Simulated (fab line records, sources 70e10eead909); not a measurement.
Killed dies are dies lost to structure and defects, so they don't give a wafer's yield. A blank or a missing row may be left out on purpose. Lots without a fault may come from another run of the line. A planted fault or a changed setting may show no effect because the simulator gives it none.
fab line records | flow nand_harc | part 2 of 2: steps 28 to 36 of 36
record lots=5 wafers=15 last_day=34
route steps=1302 shown P_CONTACT@239 P_M0@253
lots that met no fault: from a run of the same line without faults
start_h: hours from the record's first day to the start of the lot's first wafer shown | wait_h: hours since the lot's step before | " the same as in the row above | L1.1+2: a row that stands for several wafers | - no value, or no start given | * or withheld: withheld | < > ~ a bound
route shown NAME@n: a module of which the file shows steps, and the number in the route of the first | usual: mean/standard deviation of fault-free wafers | same: alike in all rows | chamber/n: place in a boat | sites: the reading at each site | _std_site: their standard deviation | _edge_site: outer sites' mean less inner sites' | radius_mm: how far each site lies from the wafer's centre | mask NAME#n: copy n | behind: the tool/chamber that last shaped the wafer | hold: why the lot was held/for how many hours/how that ended | device: the transistor (n, p or np) that didn't switch | end of line: the same wafers' tests at the end of the route | a step without rows: its recipe alone | killed: dies lost to structure and defects at the first sort, not the wafer's yield | map: a wafer's dies, x killed, . not, _ none there
set.NAME: the setting as run; set.NAME@STEP: as run at that earlier step | model.NAME: the simulator's own value behind a step, which no gauge read
lots at some steps of the route; a table a step, a row a wafer
services: from which hour (start_h, from the record's first day; less than 0 if before it) a tool's chamber was out of use, for how many hours, and why
## steps
# step NHARC_P_M0_ETCH_34
# recipe target_depth_a=400 overetch_a=120 time_s=43.94 ion_energy_ev=200 n2_flow_sccm=150 h2_flow_sccm=150 ar_flow_sccm=0 rf_w=400 bias_w=150 chemistry=N2/H2
# usual drypump_motor_current_A=5.7/0.37 oes_product_au=1.000/0.014 rf_vpp_V=428.7/2.9 showerhead_plenum_p_Torr=1.98/0.1 throttle_valve_pct=14.171/0.0094
# columns lot.wafer tool chamber start_h wait_h drypump_motor_current_A oes_product_au rf_hours_counter_h rf_vpp_V showerhead_plenum_p_Torr throttle_valve_pct
L079.4 rie_diel-05 0 170.57 0.1 6.0 0.996 19 425.2 1.89 14.153
L079.1 " 1 " " 6.2 0.990 16 425.4 1.88 14.164
L079.2 " 2 " " 5.2 0.982 19 426.9 1.92 14.170
L084.4 rie_diel-04 0 222.25 0.2 5.7 1.026 10 436.1 2.19 14.187
L084.1 " 1 " " 5.4 1.000 7 430.0 2.03 14.163
L084.2 " 2 " " 5.6 0.983 7 428.2 1.91 14.194
L093.4 rie_diel-05 1 313.15 0.1 6.2 1.017 13 426.3 1.87 14.160
L093.2 " 3 " " 5.4 1.013 14 430.5 2.00 14.182
L093.5 " 1 " " 6.2 1.019 - 426.7 1.88 14.162
L096.4 rie_diel-05 3 343.92 0.1 5.4 1.025 18 429.4 2.00 14.162
L096.5 " 0 " " 6.0 0.988 - 426.6 1.88 14.157
L096.6 " 1 " " 6.2 1.040 - 425.7 1.87 14.174
L097.1 rie_diel-04 2 354.95 0.1 5.6 0.991 52 427.1 1.90 14.168
L097.3 " 2 " " 5.6 0.988 - 426.2 1.90 14.158
L097.5 " 1 " " 5.4 0.998 - 430.5 2.02 14.167
# step NHARC_P_M0_ETCH_15
# recipe target_depth_a=1500 overetch_a=150 time_s=82.5 c4f8_flow_sccm=withheld ar_flow_sccm=400 rf_w=600 bias_w=300 chemistry=C4F8/Ar
# usual oes_product_au=0.955/0.021 rf_vpp_V=439/3.1
# columns lot.wafer tool chamber start_h wait_h oes_product_au rf_hours_counter_h rf_vpp_V
L079.2 rie_diel-05 3 - - 0.955 19 442
L079.1 " 0 " " 0.990 19 435
L079.4 " 1 " " 0.963 16 435
L084.2 rie_diel-04 0 - - 0.981 10 446
L084.4 " 1 " " 0.936 7 441
L084.1 " 2 " " 0.953 7 437
L093.2 rie_diel-05 1 - - 0.934 13 435
L093.4 " 2 " " 0.909 11 438
L093.5 " 3 " " 0.929 - 440
L096.4 rie_diel-05 3 - - 0.989 18 439
L096.6 " 1 " " 0.981 - 436
L096.5 " 2 " " 0.961 - 439
L097.1 rie_diel-04 2 355.08 0.1 0.945 52 438
L097.3 " 1 " " 0.952 - 440
L097.5 " 2 " " 0.934 - 436
# step NHARC_P_M0_CD_MEAS_16
# usual cd_nm=90.1/0.95
# columns lot.wafer tool chamber start_h wait_h cd_nm
L079.1 cd_sem-02 - 170.79 - 89.0
L079.2 " - " " 88.4
L079.4 " - " " 88.5
L084.1 cd_sem-01 - 222.46 - 88.6
L084.2 " - " " 90.2
L084.4 " - " " 89.6
L093.2 cd_sem-03 - 313.36 - 90.1
L093.4 " - " " 91.6
L093.5 " - " " 90.9
L096.4 cd_sem-01 - 344.13 - 90.7
L096.5 " - " " 89.3
L096.6 " - " " 90.2
L097.1 cd_sem-03 - 355.24 0.1 90.8
L097.3 " - " " 91.7
L097.5 " - " " 90.7
# step NHARC_P_M0_STRIP_18
# recipe power_w=1000 n2_flow_sccm=150 h2_flow_sccm=150 ar_flow_sccm=0 bias_w=0 chemistry=N2/H2
# usual drypump_motor_current_A=5.6/0.36 oes_product_au=1.000/0.013 rf_vpp_V=90.3/1 showerhead_plenum_p_Torr=2.00/0.11 throttle_valve_pct=14.170/0.0092
# columns lot.wafer tool chamber start_h wait_h drypump_motor_current_A oes_product_au rf_hours_counter_h rf_vpp_V showerhead_plenum_p_Torr throttle_valve_pct
L079.4 rie_diel-05 1 170.87 0.1 6.2 0.994 17 90.5 1.88 14.182
L079.2 " 2 " " 5.1 0.984 19 89.8 1.92 14.166
L079.1 " 0 " " 6.0 1.010 19 89.5 1.89 14.160
L084.4 rie_diel-13 1 222.56 0.1 5.8 0.998 17 90.5 1.94 14.173
L084.2 " 2 " " 5.2 1.006 17 90.2 2.14 14.165
L084.1 " 3 " " 5.2 1.009 15 90.7 2.19 14.177
L093.2 rie_diel-05 2 313.43 0.1 5.2 0.981 11 89.3 1.91 14.169
L093.4 " 1 " " 6.2 1.012 13 89.1 1.88 14.162
L093.5 " 3 " " 5.4 0.996 - 91.5 2.00 14.166
L096.4 rie_diel-04 3 344.29 0.2 6.2 0.985 56 89.4 1.94 14.170
L096.6 " 0 " " 5.7 1.008 - 91.1 2.17 14.170
L096.5 " 1 " " 5.4 1.000 - 90.5 2.02 14.171
L097.1 rie_diel-04 0 355.35 0.1 5.7 1.026 62 93.1 2.17 14.165
L097.3 " 1 " " 5.5 0.992 57 91.3 2.02 14.174
L097.5 " 0 " " 5.7 1.019 - 89.5 2.17 14.159
# step NHARC_P_M0_STRIP_19
# recipe time_s=600 temp_c=30 chemistry=post_etch_residue_remover
# columns lot.wafer tool chamber start_h wait_h
L079.1+2+4 wet_bench-09 4,5,7 171.17 -
L084.2+4+1 wet_bench-09 7,0,1 222.82 -
L093.5+2+4 wet_bench-06 0,1,2 313.72 -
L096.6+4+5 wet_bench-06 2,4,6 344.48 -
L097.5+3+1 wet_bench-06 6,0,1 355.65 -
# step NHARC_P_M0_DEGAS_28
# recipe temp_c=250 time_s=60
# usual heater_power_w=352/35
# columns lot.wafer tool chamber start_h wait_h heater_power_w
L079.4 pvd_sputter-02 - 171.45 - 402
L079.2 " - " " 346
L079.1 " - " " 402
L084.2 pvd_sputter-02 - 223.08 - 342
L084.4 " - " " 408
L084.1 " - " " 339
L093.4 pvd_sputter-02 - 313.99 - 357
L093.2 " - " " 343
L093.5 " - " " 402
L096.4 pvd_sputter-01 - 344.76 - 387
L096.5 " - " " 390
L096.6 " - " " 377
L097.1 pvd_sputter-02 - 355.91 - 390
L097.3 " - " " 339
L097.5 " - " " 387
# step NHARC_P_M0_PRE_CLEAN_29
# recipe time_s=30 temp_c=280 gas=H2/He
# usual heater_power_w=430/44
# columns lot.wafer tool chamber start_h wait_h heater_power_w
L079.2 pvd_sputter-02 - - - 500
L079.1 " - " " 493
L079.4 " - " " 425
L084.1 pvd_sputter-02 - - - 432
L084.4 " - " " 490
L084.2 " - " " 418
L093.4 pvd_sputter-02 - - - 422
L093.2 " - " " 487
L093.5 " - " " 418
L096.4 pvd_sputter-01 - - - 467
L096.6 " - " " 412
L096.5 " - " " 469
L097.1 pvd_sputter-02 - - - 478
L097.3 " - " " 490
L097.5 " - " " 421
# step NHARC_P_M0_PVD_20
# recipe target_thk_a=50 bias_v=168.6 power_w=15000 chamber_pressure_pa=0.12 time_s=8.06 substrate_temp_c=50 material=TaN
# usual chamber_pressure_pa=0.12001/0.00024 throttle_valve_pct=30.3/0.78
# columns lot.wafer tool chamber start_h wait_h chamber_pressure_pa throttle_valve_pct
L079.2 pvd_sputter-02 - - - 0.12007 29.5
L079.4 " - " " 0.11952 30.1
L079.1 " - " " 0.12031 30.3
L084.1 pvd_sputter-02 - - - 0.12012 30.2
L084.4 " - " " 0.12031 30.5
L084.2 " - " " 0.12005 29.4
L093.4 pvd_sputter-02 - - - 0.11973 28.9
L093.2 " - " " 0.12016 31.0
L093.5 " - " " 0.11997 28.8
L096.4 pvd_sputter-01 - - - 0.12004 30.4
L096.5 " - " " 0.12014 30.0
L096.6 " - " " 0.12014 30.9
L097.3 pvd_sputter-02 - - - 0.11988 30.6
L097.1 " - " " 0.1204 29.3
L097.5 " - " " 0.11988 29.1
# step NHARC_P_M0_PVD_21
# recipe target_thk_a=300 chamber_pressure_pa=5 power_w=5000 substrate_temp_c=30 time_s=20.49 material=Cu
# usual chamber_pressure_pa=5.000/0.01 throttle_valve_pct=30.3/0.75
# columns lot.wafer tool chamber start_h wait_h chamber_pressure_pa throttle_valve_pct
L079.2 pvd_sputter-02 - - - 5.000 30.3
L079.1 " - " " 5.007 30.4
L079.4 " - " " 5.001 29.8
L084.4 pvd_sputter-02 - - - 4.983 29.7
L084.2 " - " " 4.996 30.5
L084.1 " - " " 5.003 29.5
L093.2 pvd_sputter-02 - - - 4.999 31.0
L093.4 " - " " 5.010 29.5
L093.5 " - " " 5.003 29.1
L096.4 pvd_sputter-01 - - - 4.993 30.4
L096.6 " - " " 5.007 30.7
L096.5 " - " " 5.013 30.5
L097.1 pvd_sputter-02 - - - 4.989 29.8
L097.3 " - " " 4.979 29.4
L097.5 " - " " 5.006 29.5
## services
# columns tool chamber start_h hours kind
rie_diel-05 1 144.79 10.5 repair
litho_track-01 - 155.00 7.0 pm
rie_diel-07 3 174.23 20.7 repair
rie_diel-04 1 178.82 8.6 repair
litho_track-06 - 179.00 7.0 pm
rie_diel-07 0 179.19 7.6 repair
rie_diel-04 - 180.14 9.0 pm
rie_diel-07 1 182.31 3.8 repair
rie_diel-05 1 187.70 13.0 repair
rie_diel-12 0 193.16 1.3 repair
litho_track-04 - 203.00 7.0 pm
pvd_sputter-01 - 226.03 10.0 pm
rie_diel-04 - 227.12 0.1 repair
rie_diel-05 - 230.45 9.0 pm
rie_diel-07 - 262.25 0.3 repair
rie_diel-12 - 267.64 0.8 repair
pvd_sputter-02 - 282.03 10.0 pm
rie_diel-05 3 327.57 7.9 repair
litho_track-01 - 330.00 7.0 pm
pvd_sputter-02 - 342.53 5.0 repair
rie_diel-04 2 347.03 6.0 repair
rie_diel-04 0 353.25 1.8 repair
rie_diel-04 3 353.40 8.5 repair
litho_track-06 - 354.00 7.0 pm
